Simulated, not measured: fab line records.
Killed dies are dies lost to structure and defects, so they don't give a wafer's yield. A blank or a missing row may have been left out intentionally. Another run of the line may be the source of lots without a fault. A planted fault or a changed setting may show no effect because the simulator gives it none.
Chamber matching -- flow n5 finfet -- 4 sister chambers for N5_BEOL_M11_ETCH_66 on rie diel-05
The step etches SOC in N2/H2, target depth 120 nm, overetch 24 nm, time 180 s. 20 wafers are shown with their chamber, then 10 later ones without.

## WAFERS, EACH WITH ITS CHAMBER
wafer,chamber,drypump motor current A (A),throttle valve pct (%),showerhead plenum p Torr (Torr)
L078.2,3,5.78,17.54,2.46
L078.3,1,5.16,17.93,2.40
L078.6,3,5.78,17.54,2.46
L083.1,0,5.75,17.86,2.50
L083.2,1,5.20,17.94,2.39
L083.5,0,5.76,17.88,2.50
L080.1,0,5.79,17.87,2.50
L080.3,2,5.68,17.74,2.49
L080.4,3,5.76,17.55,2.46
L082.1,0,5.79,17.87,2.50
L082.2,2,5.64,17.76,2.49
L082.5,0,5.75,17.87,2.50
L084.2,0,5.73,17.88,2.50
L084.4,2,5.69,17.77,2.49
L084.6,2,5.67,17.76,2.49
L087.4,0,5.77,17.91,2.49
L087.5,3,5.77,17.57,2.45
L087.6,1,5.15,17.97,2.39
L090.1,2,5.65,17.78,2.48
L090.2,0,5.79,17.89,2.49

SIGNATURES, as means of the wafers listed above
reading,chamber 0,chamber 1,chamber 2,chamber 3,scatter within a chamber
drypump motor current A,5.7663,5.1700,5.6660,5.7725,0.0209
throttle valve pct,17.8788,17.9467,17.7620,17.5500,0.0159
showerhead plenum p Torr,2.4975,2.3933,2.4880,2.4575,0.00482
Rule: distance of a wafer from a chamber = root of the sum over the readings of ((wafer's reading minus chamber's mean) / reading's scatter) squared. If the next closest chamber is less than 2 further off than the closest, the wafer can't be placed; otherwise it belongs to the closest. How the scatter is found: for the shown wafers, subtract from each reading the mean of its chamber, square and add these, divide the total by (wafers less chambers), then take the root.

## WAFERS MISSING THEIR CHAMBER
wafer,drypump motor current A (A),throttle valve pct (%),showerhead plenum p Torr (Torr)
L090.4,5.16,17.99,2.39
L094.1,5.77,17.58,2.45
L094.2,5.81,17.91,2.49
L094.5,5.22,17.99,2.38
L095.1,5.76,17.58,2.45
L095.5,5.67,17.78,2.48
L095.6,5.18,18.00,2.38
L096.3,5.16,18.02,2.38
L096.5,5.16,18.01,2.38
L096.6,5.65,17.79,2.48

## EACH ONE'S CHAMBER
wafer,from the rows above,in truth
L090.4,1,1
L094.1,3,3
L094.2,0,0
L094.5,1,1
L095.1,3,3
L095.5,2,2
L095.6,1,1
L096.3,1,1
L096.5,1,1
L096.6,2,2
Placed correctly: 10 of 10. Can't be placed from these rows: 0. Number placed wrongly: 0.
